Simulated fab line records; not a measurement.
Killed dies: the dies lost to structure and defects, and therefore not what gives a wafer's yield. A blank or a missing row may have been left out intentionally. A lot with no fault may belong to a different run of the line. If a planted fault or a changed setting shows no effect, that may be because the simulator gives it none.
fab line records | flow n5-finfet
record: lots: 5 wafers: 15 last-day: 18
route steps=1938 shown MOL_CONTACT_COAG@549
lots that met no fault: taken from a fault-free run of the same line
start-h: hours from the record's opening day to when the first of the lot's shown wafers began | wait-h: how many hours have passed since the lot's step before this one | " identical to the entry in the row above | L1.1+2: one row covering several wafers at once | - either no value or no given start | * or withheld: withheld | < > ~ a bound
route shown NAME@n: NAME is a module with steps in the file, n the number in the route of the first one | usual: average and standard deviation across the fault-free wafers | same: alike in all rows | chamber/n: place in a boat | sites: each site's reading | _std_site: the values' standard deviation | _edge_site: outer sites' mean less inner sites' | radius-mm: how far each site lies from the wafer's centre | mask NAME#n: copy n | behind: the most recent tool/chamber to have shaped the wafer | hold: the reason the lot was held/the length of the hold in hours/how it ended | device: names the non-switching transistor (n, p or np) | end of line: tests run on the same wafers once the route is complete | a step with no rows: only its recipe | killed: the dies lost at the first sort to structure and to defects; this is not the yield of the wafer | map: the dies of a wafer, with x for killed, . for not killed, _ for no die there
set.NAME: setting as actually run; set.NAME@STEP: the setting as run at that earlier step | model.NAME: the simulator's own value behind a step, which no gauge read
a table for each step, a row for each wafer; lots at some steps of the route
services: from which hour (start-h, from the record's first day; less than 0 if before it) a tool's chamber was out of use, for how many hours, and why
== steps ==
step: N5_MOL_CONTACT_COAG_ANNEAL_113
recipe: temp-c: 400 time-s: 300 ambient: H2/N2
usual: anneal-temp-c: 399.97/0.25 anneal-temp-c-max: 401.4/0.31 lamp-power-pct: 2.53/0.084 lamp_zone_6_pct: 2.50/0.082 wafer_temp_C_max: 401.9/0.42
columns lot.wafer tool chamber start-h wait-h anneal-temp-c anneal-temp-c-max lamp-power-pct lamp_zone_6_pct wafer_temp_C_max
L082.2 rtp-anneal-01 0 140.12 0.7 399.79 401.4 2.61 2.58 401.8
L082.5 " 0 " " 400.20 401.6 2.60 2.58 402.4
L082.6 " 0 " " 400.21 401.5 2.60 2.58 402.1
L085.1 rtp-anneal-01 0 157.63 0.4 400.07 401.3 2.60 2.58 402.1
L085.3 " 0 " " 400.06 401.7 2.61 2.58 402.5
L085.6 " 0 " " 399.99 401.4 2.61 2.58 402.1
L086.4 rtp-anneal-02 0 168.59 0.5 400.06 401.3 2.44 2.42 401.9
L086.5 " 0 " " 400.13 401.8 2.44 2.41 401.4
L086.6 " 0 " " 400.37 401.7 2.44 2.41 401.6
L092.1 rtp-anneal-01 0 205.49 0.3 399.43 400.7 2.61 2.58 401.6
L092.4 " 0 " " 399.63 400.6 2.60 2.58 401.9
L092.6 " 0 " " 399.93 401.7 2.60 2.58 401.5
L094.1 rtp-anneal-02 0 219.05 0.4 399.83 401.6 2.44 2.42 403.3
L094.3 " 0 " " 400.04 401.1 2.44 2.41 401.7
L094.4 " 0 " " 400.16 401.9 2.44 2.41 401.4
step: N5_MOL_CONTACT_COAG_PRE_CLEAN_142
recipe: gas: H2/He time-s: 60 temp-c: 300
usual: heater-power-w: 486/41 susceptor-temp-C: 300.01/0.2
columns lot.wafer tool chamber start-h wait-h heater-power-w susceptor-temp-C
L082.2 pvd-sputter-03 - 142.31 2.0 408 300.06
L082.5 " - " " 398 299.99
L082.6 " - " " 482 300.21
L085.1 pvd-sputter-02 - 161.79 4.0 454 299.97
L085.3 " - " " 485 299.80
L085.6 " - " " 459 300.47
L086.4 pvd-sputter-01 - 169.49 0.7 435 299.27
L086.5 " - " " 498 299.86
L086.6 " - " " 548 300.18
L092.1 pvd-sputter-03 - 208.29 2.6 493 300.07
L092.4 " - " " 397 299.89
L092.6 " - " " 419 300.04
L094.1 pvd-sputter-02 - 220.40 1.2 461 299.96
L094.3 " - " " 521 300.26
L094.4 " - " " 461 299.88
step: N5_MOL_CONTACT_COAG_SPUTTER_130
recipe: material: Co target-thk-a: 475 temp-c: 25 chamber-pressure-pa: 0.5 power-w: 3000
usual: susceptor-temp-C: 25.00/0.11 throttle-valve-pct: 30.0/1.1
columns lot.wafer tool chamber start-h wait-h susceptor-temp-C throttle-valve-pct
L082.2 pvd-sputter-03 - 142.37 0.0 25.10 30.6
L082.5 " - " " 24.97 30.4
L082.6 " - " " 25.01 29.7
L085.1 pvd-sputter-02 - 161.85 0.0 24.90 30.2
L085.3 " - " " 24.96 29.1
L085.6 " - " " 24.87 29.9
L086.4 pvd-sputter-01 - 169.55 0.0 25.20 31.0
L086.5 " - " " 24.86 31.2
L086.6 " - " " 24.89 29.0
L092.1 pvd-sputter-03 - 208.35 0.0 25.04 29.4
L092.4 " - " " 24.96 30.8
L092.6 " - " " 25.14 30.5
L094.1 pvd-sputter-02 - 220.46 0.0 24.88 30.0
L094.3 " - " " 24.90 29.4
L094.4 " - " " 25.08 30.6
step: N5_MOL_CONTACT_COAG_PRECLEAN_125
recipe: chemistry: DIW time-s: 57.5 temp-c: 23
columns lot.wafer tool chamber start-h wait-h
L082.2+5+6 wet-bench-04 5,1,7 142.50 0.1
L085.1+3+6 wet-bench-04 2,5,1 161.98 0.1
L086.4+5+6 wet-bench-04 0,5,6 169.68 0.1
L092.1+4+6 wet-bench-06 0,5,3 208.50 0.1
L094.1+3+4 wet-bench-04 6,0,1 220.59 0.1
step: N5_MOL_CONTACT_COAG_SRD_126
recipe: dry-time-s: 32 dry: n2-spin spin-rpm: 1500
columns lot.wafer tool chamber start-h wait-h
L082.2+5+6 wet-bench-04 5,1,7 142.52 0.0
L085.1+3+6 wet-bench-04 2,5,1 162.00 0.0
L086.4+5+6 wet-bench-04 0,5,6 169.72 0.0
L092.1+4+6 wet-bench-06 0,5,3 208.51 0.0
L094.1+3+4 wet-bench-04 6,0,1 220.61 0.0
step: N5_MOL_CONTACT_COAG_CMP_23
recipe: stop-on: SiO2 t-overpolish-s: 1.5 post-cmp-clean: cu-alkaline down-force-psi: 2 platen-rpm: 50.289 pad-velocity-m-s: 1.0006 target-thk-nm: 0
usual: motor-current-A: 8.0/0.49 overpolish-run-s: 1.500/0.01 retaining-ring-pressure-frac: 1.000/0.0053 time-to-endpoint-s: 10.1/2.4
columns lot.wafer tool chamber start-h wait-h motor-current-A overpolish-run-s retaining-ring-pressure-frac time-to-endpoint-s
L082.2 cmp-01 3 142.63 0.1 8.8 1.498 1.003 7.6
L082.6 " 1 " " 7.2 1.502 1.000 11.3
L082.5 " 2 " " 8.5 1.513 1.007 10.7
L085.1 cmp-01 2 162.11 0.1 7.9 1.511 1.003 13.6
L085.3 " 3 " " 8.6 1.490 0.992 8.8
L085.6 " 1 " " 7.7 1.498 1.000 11.0
L086.4 cmp-01 0 170.05 0.3 7.6 1.503 1.007 11.3
L086.5 " 0 " " 7.6 1.490 1.002 12.1
L086.6 " 1 " " 7.0 1.501 1.001 12.0
L092.1 cmp-01 3 210.02 1.5 8.6 1.486 0.998 3.5
L092.4 " 0 " " 7.8 1.486 1.012 8.8
L092.6 " 3 " " 8.0 1.499 1.010 5.7
L094.4 cmp-04 1 220.68 0.1 8.2 1.512 1.006 6.5
L094.1 " 2 " " 9.0 1.492 0.984 9.0
L094.3 " 3 " " 7.5 1.500 1.004 8.0
step: N5_MOL_CONTACT_COAG_WET_ETCH_26
recipe: target: Co target-depth-nm: 13
columns lot.wafer tool chamber start-h wait-h
L082.2+5+6 wet-bench-04 6,1,7 142.91 0.0
L085.1+3+6 wet-bench-04 6,2,1 162.38 0.0
L086.4+5+6 wet-bench-04 4,7,0 170.40 0.0
L092.1+4+6 wet-bench-06 4,7,1 210.37 0.0
L094.1+3+4 wet-bench-02 0,6,7 221.17 0.1
step: N5_MOL_CONTACT_COAG_WET_ETCH_116
recipe: chemistry: SC1-inhibited target-depth-nm: 4.6 dry: ipa-marangoni rinse-time-s: 30 rinse-temp-c: 23
columns lot.wafer tool chamber start-h wait-h
L082.2+5+6 wet-bench-04 6,1,7 143.06 0.0
L085.1+3+6 wet-bench-04 6,2,1 162.53 0.0
L086.4+5+6 wet-bench-04 4,7,0 170.70 0.0
L092.1+4+6 wet-bench-06 4,7,1 210.52 0.0
L094.1+3+4 wet-bench-02 0,6,7 221.32 0.0
step: N5_MOL_CONTACT_COAG_ALD_27
recipe: material: SiOC target-thk-a: 170 temp-c: 400 ald-precursor-family: carbosiloxane ald-co-reactant: H2-plasma pulse-time-s: 1.5 time-s: 2720 purge-time-s: 2 co-reactant-purge-time-s: 2 ald-cycles: 340 pressure-torr: 2
usual: heater-power-w: 845/84 precursor-pulse-height-rel: 1.001/0.019 susceptor-temp-C: 400.01/0.24
same: pulse-time-s: 1.5
columns lot.wafer tool chamber start-h wait-h heater-power-w precursor-pulse-height-rel susceptor-temp-C
L082.2 ald-sin-04 1 143.38 0.0 738 0.987 399.87
L082.5 " 0 " " 764 1.019 400.00
L082.6 " 1 " " 749 1.016 400.32
L085.1 ald-sin-02 2 163.44 0.6 1005 1.023 400.64
L085.3 " 3 " " 911 1.031 400.03
L085.6 " 1 " " 1006 1.055 399.99
L086.4 ald-sin-04 3 171.31 0.0 936 1.009 400.14
L086.5 " 1 " " 752 1.015 400.22
L086.6 " 2 " " 767 0.981 400.14
L092.1 ald-sin-04 0 210.85 0.0 783 1.013 399.63
L092.4 " 1 " " 747 0.971 399.90
L092.6 " 2 " " 793 1.019 399.89
L094.1 ald-sin-01 0 221.76 0.1 756 1.016 400.43
L094.3 " 2 " " 928 1.008 399.69
L094.4 " 3 " " 829 1.001 399.84
step: N5_MOL_CONTACT_COAG_CMP_28
recipe: stop-on: SiNx t-overpolish-s: 0.85 post-cmp-clean: alkaline-brush down-force-psi: 4.15 platen-rpm: 51.8 pad-velocity-m-s: 1.0307 target-thk-nm: 14.522
usual: motor-current-A: 12.4/0.75 retaining-ring-pressure-frac: 0.999/0.0057 time-to-endpoint-s: 5.0/2.2
columns lot.wafer tool chamber start-h wait-h motor-current-A retaining-ring-pressure-frac time-to-endpoint-s
L082.2 cmp-03 0 145.06 0.9 13.4 1.003 2.7
L082.6 " 1 " " 11.8 0.991 4.3
L082.5 " 2 " " 13.2 0.999 6.2
L085.3 cmp-01 0 165.31 1.1 12.0 0.998 5.5
L085.1 " 1 " " 11.5 0.994 7.2
L085.6 " 1 " " 10.9 0.999 6.6
L086.4 cmp-01 0 172.92 0.8 12.3 0.999 3.8
L086.6 " 3 " " 12.9 1.008 2.1
L086.5 " 0 " " 12.1 1.007 6.5
L092.4 cmp-01 2 212.42 0.8 11.4 1.006 7.3
L092.1 " 3 " " 13.1 0.995 1.0
L092.6 " 2 " " 12.1 0.992 7.8
L094.1 cmp-01 1 223.33 0.8 11.7 0.994 7.4
L094.3 " 2 " " 12.5 0.995 7.5
L094.4 " 3 " " 13.6 0.998 2.4
step: N5_MOL_CONTACT_COAG_THK_MEAS_29
recipe: reads: SiNx_of_GATE_CUT_PECVD_57+SiNx_of_GATE_CUT_SAC_CAP_01
usual: MD_CAP_THK: 17.91/0.08
columns lot.wafer tool chamber start-h wait-h MD_CAP_THK[nm]
L082.2 film-metro-02 - 145.24 - 17.96
L082.5 " - " " 18.01
L082.6 " - " " 17.91
L085.1 film-metro-02 - 165.61 - 17.95
L085.3 " - " " 17.95
L085.6 " - " " 18.00
L086.4 film-metro-02 - 173.18 - 17.88
L086.5 " - " " 17.88
L086.6 " - " " 17.86
L092.1 film-metro-02 - 212.71 - 17.95
L092.4 " - " " 17.87
L092.6 " - " " 17.92
L094.1 film-metro-01 - 223.62 - 17.91
L094.3 " - " " 17.98
L094.4 " - " " 17.88
step: N5_MOL_CONTACT_COAG_ALD_123
recipe: material: SiNx target-thk-a: 50 temp-c: 400 ald-precursor-family: SiH2I2 ald-co-reactant: N2/H2-plasma pulse-time-s: 1 purge-time-s: 2 co-reactant-purge-time-s: 2 ald-cycles: 100 pressure-torr: 2
usual: heater-power-w: 851/85 precursor-pulse-height-rel: 1.000/0.02 susceptor-temp-C: 400.01/0.23
same: pulse-time-s: 1
columns lot.wafer tool chamber start-h wait-h heater-power-w precursor-pulse-height-rel susceptor-temp-C
L082.2 ald-sin-01 1 145.27 0.0 829 0.995 399.75
L082.5 " 1 " " 832 0.996 399.98
L082.6 " 2 " " 860 1.000 400.11
L085.1 ald-sin-01 1 165.65 0.0 819 0.984 399.90
L085.3 " 0 " " 802 1.006 400.17
L085.6 " 3 " " 848 1.010 399.73
L086.4 ald-sin-04 2 173.21 0.0 780 1.009 399.76
L086.5 " 0 " " 779 1.043 400.30
L086.6 " 1 " " 754 1.027 399.95
L092.1 ald-sin-02 2 213.61 0.9 984 0.993 399.65
L092.4 " 3 " " 900 0.996 400.02
L092.6 " 1 " " 991 1.008 400.03
L094.1 ald-sin-04 2 223.66 0.0 787 1.007 400.21
L094.3 " 1 " " 750 0.976 400.09
L094.4 " 0 " " 799 0.981 400.16
step: N5_MOL_CONTACT_COAG_PECVD_31
recipe: material: SiO2 target-thk-a: 460 temp-c: 400 precursor: TEOS/O2 pressure-torr: 6.5 rf-w: withheld teos-flow-sccm: withheld gas: O2 flow-sccm: 2650 time-s: 8.9
usual: susceptor-temp-C: 399.97/0.21
columns lot.wafer tool chamber start-h wait-h susceptor-temp-C
L082.2 pecvd-03 2 145.78 0.3 400.14
L082.5 " 1 " " 400.08
L082.6 " 2 " " 399.75
L085.1 pecvd-02 1 166.15 0.3 400.15
L085.3 " 2 " " 400.07
L085.6 " 2 " " 399.74
L086.4 pecvd-01 0 173.73 0.3 399.86
L086.5 " 0 " " 400.00
L086.6 " 2 " " 400.05
L092.1 pecvd-01 0 214.11 0.3 399.69
L092.4 " 0 " " 399.61
L092.6 " 2 " " 399.84
L094.1 pecvd-03 1 224.16 0.3 400.17
L094.3 " 2 " " 400.07
L094.4 " 1 " " 400.00
step: N5_MOL_CONTACT_COAG_COAT_75
recipe: resist: SOC temp-c: 250 time-s: 60 spin-rpm: 1500 resist-thk-nm: 60
usual: dispense-pressure-kPa: 49/4.3
columns lot.wafer tool chamber start-h wait-h dispense-pressure-kPa
L082.2 litho-track-01 0 145.84 0.0 52
L082.5 " 0 " " 52
L082.6 " 0 " " 53
L085.1 litho-track-02 0 166.21 0.0 43
L085.3 " 0 " " 43
L085.6 " 0 " " 43
L086.4 litho-track-01 0 173.79 0.0 53
L086.5 " 0 " " 53
L086.6 " 0 " " 53
L092.1 litho-track-02 0 214.18 0.1 43
L092.4 " 0 " " 43
L092.6 " 0 " " 43
L094.1 litho-track-01 0 224.22 0.0 53
L094.3 " 0 " " 53
L094.4 " 0 " " 53
step: N5_MOL_CONTACT_COAG_COAT_76
recipe: resist: SiARC temp-c: 220 time-s: 60 spin-rpm: 1500 resist-thk-nm: 10
usual: dispense-pressure-kPa: 49/4.3
columns lot.wafer tool chamber start-h wait-h dispense-pressure-kPa
L082.2 litho-track-01 0 - - 53
L082.5 " 0 " " 53
L082.6 " 0 " " 53
L085.1 litho-track-02 0 - - 43
L085.3 " 0 " " 43
L085.6 " 0 " " 43
L086.4 litho-track-01 0 - - 52
L086.5 " 0 " " 53
L086.6 " 0 " " 53
L092.1 litho-track-02 0 - - 43
L092.4 " 0 " " 43
L092.6 " 0 " " 43
L094.1 litho-track-01 0 - - 53
L094.3 " 0 " " 53
L094.4 " 0 " " 52
step: N5_MOL_CONTACT_COAG_COAT_77
recipe: resist: underlayer temp-c: 205 time-s: 60 spin-rpm: 1500 resist-thk-nm: 10
usual: dispense-pressure-kPa: 49/4.3
columns lot.wafer tool chamber start-h wait-h dispense-pressure-kPa
L082.2 litho-track-01 0 - - 52
L082.5 " 0 " " 52
L082.6 " 0 " " 53
L085.1 litho-track-02 0 - - 43
L085.3 " 0 " " 43
L085.6 " 0 " " 43
L086.4 litho-track-01 0 - - 53
L086.5 " 0 " " 53
L086.6 " 0 " " 53
L092.1 litho-track-02 0 - - 43
L092.4 " 0 " " 43
L092.6 " 0 " " 43
L094.1 litho-track-01 0 - - 52
L094.3 " 0 " " 52
L094.4 " 0 " " 53
step: N5_MOL_CONTACT_COAG_COAT_78
recipe: resist: CAR-EUV spin-rpm: 1500 resist-thk-nm: 40
usual: dispense-pressure-kPa: 49/4.3
columns lot.wafer tool chamber start-h wait-h dispense-pressure-kPa
L082.2 litho-track-01 0 - - 53
L082.5 " 0 " " 53
L082.6 " 0 " " 53
L085.1 litho-track-02 0 - - 43
L085.3 " 0 " " 43
L085.6 " 0 " " 43
L086.4 litho-track-01 0 - - 53
L086.5 " 0 " " 52
L086.6 " 0 " " 53
L092.1 litho-track-02 0 - - 43
L092.4 " 0 " " 43
L092.6 " 0 " " 43
L094.1 litho-track-01 0 - - 53
L094.3 " 0 " " 53
L094.4 " 0 " " 53
step: N5_MOL_CONTACT_COAG_EBR_80
recipe: solvent: PGMEA ebr-width-mm: 1.5
columns lot.wafer tool chamber start-h wait-h
L082.2+5+6 litho-track-01 0 - -
L085.1+3+6 litho-track-02 0 - -
L086.4+5+6 litho-track-01 0 - -
L092.1+4+6 litho-track-02 0 - -
L094.1+3+4 litho-track-01 0 - -
step: N5_MOL_CONTACT_COAG_SOFTBAKE_79
recipe: temp-c: 110 time-s: 60 resist: CAR-EUV
columns lot.wafer tool chamber start-h wait-h
L082.2+5+6 litho-track-01 0 - -
L085.1+3+6 litho-track-02 0 - -
L086.4+5+6 litho-track-01 0 - -
L092.1+4+6 litho-track-02 0 - -
L094.1+3+4 litho-track-01 0 - -
step: N5_MOL_CONTACT_COAG_EXPOSE_81
recipe: mask-id: VG na: 0.33 source-shape: annular sigma-inner: 0.3 sigma-outer: 0.7 polarization: unpolarized defocus-nm: 0 dose-mj: 59.5
usual: stage-msd-nm: 0.82/0.039
same: sigma-inner: 0.3 sigma-outer: 0.7
columns lot.wafer tool chamber start-h wait-h mask stage-msd-nm
L082.2 euv-scanner-01 0 145.98 - VG#0 0.87
L082.5 " 0 " " VG#0 0.88
L082.6 " 0 " " VG#0 0.87
L085.1 euv-scanner-02 0 166.34 - VG#0 0.79
L085.3 " 0 " " VG#0 0.79
L085.6 " 0 " " VG#0 0.79
L086.4 euv-scanner-02 0 173.99 - VG#0 0.79
L086.5 " 0 " " VG#0 0.79
L086.6 " 0 " " VG#0 0.79
L092.1 euv-scanner-02 0 214.32 - VG#0 0.80
L092.4 " 0 " " VG#0 0.80
L092.6 " 0 " " VG#0 0.80
L094.1 euv-scanner-01 0 224.35 - VG#0 0.87
L094.3 " 0 " " VG#0 0.87
L094.4 " 0 " " VG#0 0.87
step: N5_MOL_CONTACT_COAG_PEB_82
recipe: peb-temp-c: 100 peb-time-s: 60 resist: CAR-EUV
columns lot.wafer tool chamber start-h wait-h
L082.2+5+6 litho-track-05 0 146.05 0.1
L085.1+3+6 litho-track-02 0 166.42 0.1
L086.4+5+6 litho-track-01 0 174.04 0.0
L092.1+4+6 litho-track-02 0 214.40 0.1
L094.1+3+4 litho-track-01 0 224.43 0.1
step: N5_MOL_CONTACT_COAG_DEVELOP_83
recipe: develop-time-s: 30 developer: TMAH resist: CAR-EUV rinse-liquid: surfactant-rinse dry: air-spin dev-temp-c: 23
usual: developer-temp-C: 23.00/0.11
columns lot.wafer tool chamber start-h wait-h developer-temp-C
L082.2 litho-track-05 0 - - 22.99
L082.5 " 0 " " 22.96
L082.6 " 0 " " 23.10
L085.1 litho-track-02 0 - - 23.21
L085.3 " 0 " " 22.98
L085.6 " 0 " " 23.10
L086.4 litho-track-01 0 - - 22.93
L086.5 " 0 " " 22.93
L086.6 " 0 " " 23.02
L092.1 litho-track-02 0 - - 22.85
L092.4 " 0 " " 22.93
L092.6 " 0 " " 23.01
L094.1 litho-track-01 0 - - 22.90
L094.3 " 0 " " 23.13
L094.4 " 0 " " 22.98
step: N5_MOL_CONTACT_COAG_CD_MEAS_84
recipe: target-cd-nm: 25.1 landing-energy-ev: 500 detector: se-inlens polarity: opening
usual: cd-nm: 25.11/0.23
columns lot.wafer tool chamber start-h wait-h cd-nm
L082.2 cd-sem-03 0 146.12 - 25.11
L082.5 " 0 " " 24.81
L082.6 " 0 " " 25.15
L085.1 cd-sem-01 0 166.49 - 25.27
L085.3 " 0 " " 24.97
L085.6 " 0 " " 25.56
L086.4 cd-sem-02 0 174.11 - 24.68
L086.5 " 0 " " 25.03
L086.6 " 0 " " 25.24
L092.1 cd-sem-02 0 214.46 - 25.12
L092.4 " 0 " " 25.08
L092.6 " 0 " " 25.57
L094.1 cd-sem-02 0 224.50 - 24.98
L094.3 " 0 " " 25.40
L094.4 " 0 " " 25.27
step: N5_MOL_CONTACT_COAG_OVL_MEAS_85
recipe: points-per-wafer: 522
usual: VG_OVL: 0.0/0.6
columns lot.wafer tool chamber start-h wait-h VG_OVL[nm]
L082.2 overlay-01 0 146.15 0.0 -0.4
L082.5 " 0 " " 0.7
L082.6 " 0 " " 0.0
L085.1 overlay-01 0 166.52 0.0 -0.4
L085.3 " 0 " " -0.6
L085.6 " 0 " " -0.4
L086.4 overlay-02 0 174.15 0.0 -0.1
L086.5 " 0 " " 0.1
L086.6 " 0 " " 0.1
L092.1 overlay-02 0 214.49 0.0 0.3
L092.4 " 0 " " 0.3
L092.6 " 0 " " 0.4
L094.1 overlay-01 0 224.53 0.0 0.6
L094.3 " 0 " " -0.2
L094.4 " 0 " " 0.6
step: N5_MOL_CONTACT_COAG_INSPECT_57
recipe: mode: adi inspect-instrument: brightfield
usual: raw-defect-count: 195/52
columns lot.wafer tool chamber start-h wait-h raw-defect-count
L082.2 defect-inspect-01 - 146.20 0.0 170
L082.5 " - " " 254
L082.6 " - " " 186
L085.1 defect-inspect-02 - 166.58 0.1 236
L085.3 " - " " 292
L085.6 " - " " 234
L086.4 defect-inspect-02 - 174.19 0.0 192
L086.5 " - " " 196
L086.6 " - " " 127
L092.1 defect-inspect-02 - 214.55 0.1 209
L092.4 " - " " 314
L092.6 " - " " 232
L094.1 defect-inspect-01 - 224.59 0.1 238
L094.3 " - " " 192
L094.4 " - " " 194
== services ==
columns tool chamber start-h hours kind
ald-sin-02 2 121.53 6.1 repair
ald-sin-01 3 122.03 7.9 repair
euv-scanner-01 - 122.53 1.6 repair
euv-scanner-02 - 124.13 1.0 pm
cmp-01 - 132.90 1.1 repair
cmp-04 - 140.92 4.0 pm
euv-scanner-01 - 154.65 1.0 pm
euv-scanner-01 - 166.39 4.6 pm
pecvd-01 1 172.14 14.2 repair
euv-scanner-01 - 175.58 17.3 pm
ald-sin-02 1 175.63 16.9 repair
wet-bench-02 - 176.56 0.5 repair
euv-scanner-02 - 178.27 1.2 repair
ald-sin-01 - 178.88 14.0 pm
pvd-sputter-02 - 180.38 6.8 repair
cmp-01 - 181.29 11.0 repair
pvd-sputter-01 - 185.31 8.9 repair
euv-scanner-02 - 192.88 1.0 pm
euv-scanner-02 - 193.89 5.8 pm
cmp-01 - 202.22 3.1 pm
euv-scanner-01 - 204.51 0.8 repair
cmp-01 - 205.57 4.0 pm
ald-sin-01 - 210.40 4.3 pm
euv-scanner-01 - 210.80 1.0 pm
== key ==
fault none
